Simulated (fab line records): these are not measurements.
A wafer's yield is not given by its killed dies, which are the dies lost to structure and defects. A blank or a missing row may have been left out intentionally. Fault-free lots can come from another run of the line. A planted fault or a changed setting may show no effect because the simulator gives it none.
Chamber matching + flow nandHarc + NHARC_A_STAIRCASE_DESCUM_219 on rieDiel-02 has 4 sister chambers
The step chemistry O2, time 3 s. 4 wafers are shown with their chamber, then 8 later ones without.

## WAFERS PAIRED WITH THEIR CHAMBERS
| wafer  | chamber | showerheadPlenumPTorr (Torr) |
|--------|---------|------------------------------|
| L084.2 | 1       | 2.00                         |
| L084.3 | 0       | 1.91                         |
| L084.6 | 3       | 2.05                         |
| L089.1 | 2       | 1.85                         |

## WAFERS WITH NO CHAMBER GIVEN
| wafer  | showerheadPlenumPTorr (Torr) |
|--------|------------------------------|
| L089.4 | 1.90                         |
| L089.6 | 1.99                         |
| L092.3 | 1.99                         |
| L092.4 | 1.84                         |
| L092.6 | 1.99                         |
| L093.1 | 1.84                         |
| L093.2 | 1.90                         |
| L093.3 | 2.04                         |

## WHICH CHAMBER EACH ONE RAN IN
| wafer  | from the rows above | in truth |
|--------|---------------------|----------|
| L089.4 | 0                   | 0        |
| L089.6 | 1                   | 1        |
| L092.3 | 1                   | 1        |
| L092.4 | 2                   | 2        |
| L092.6 | 1                   | 1        |
| L093.1 | 2                   | 2        |
| L093.2 | 0                   | 0        |
| L093.3 | 3                   | 3        |
Correct placement for 8 of the 8. Can't be placed from these rows: 0. Wrongly placed: 0.
How it was worked out, from the rows above alone: a wafer's distance from a chamber is the root of the sum, over the readings, of the square of ((its reading less the chamber's mean) divided by the reading's scatter). If the next closest chamber is less than 2 further off than the closest, the wafer can't be placed; otherwise it belongs to the closest. A chamber's mean is the mean of its shown wafers. The scatter: root of mean squared gap, hidden wafer to nearest shown wafer, with one shown wafer a chamber.
